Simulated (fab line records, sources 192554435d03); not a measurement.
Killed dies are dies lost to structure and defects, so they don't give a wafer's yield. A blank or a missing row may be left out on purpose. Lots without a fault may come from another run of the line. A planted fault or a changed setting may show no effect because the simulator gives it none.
Chamber matching | flow n5_finfet | N5_ZERO_LAYER_PECVD_02 on pecvd-02: 3 sister chambers
The step deposits SiO2 from SiH4/N2O, target thk 10 nm, time 6 s. 3 wafers are shown with their chamber, then 9 later ones without.

WAFERS WITH THEIR CHAMBER
wafer  | chamber | showerhead_vpp_V (V)
L080.5 | 1       | 1084
L082.2 | 0       | 1017
L082.5 | 2       | 962

WAFERS WITHOUT THEIR CHAMBER
wafer  | showerhead_vpp_V (V)
L083.3 | 1017
L083.5 | 966
L083.6 | 1069
L092.4 | 1073
L092.5 | 1030
L092.6 | 959
L094.2 | 1017
L094.3 | 1083
L094.6 | 943

WHICH CHAMBER EACH WENT THROUGH
wafer  | from the rows above | in truth
L083.3 | 0                   | 0
L083.5 | 2                   | 2
L083.6 | 1                   | 1
L092.4 | 1                   | 1
L092.5 | 0                   | 0
L092.6 | 2                   | 2
L094.2 | 0                   | 0
L094.3 | 1                   | 1
L094.6 | 2                   | 2
Placed correctly: 9 of 9. Can't be placed from these rows: 0. Placed wrongly: 0.
How it was worked out, from the rows above alone: a wafer's distance from a chamber is the root of the sum, over the readings, of the square of ((its reading less the chamber's mean) divided by the reading's scatter). The wafer belongs to the nearest chamber; if the next one is less than 2 further off, it can't be placed. A chamber's mean is the mean of its shown wafers. The scatter: with one shown wafer a chamber, the root of the mean of the squares of how far each hidden wafer lies from its nearest shown one.
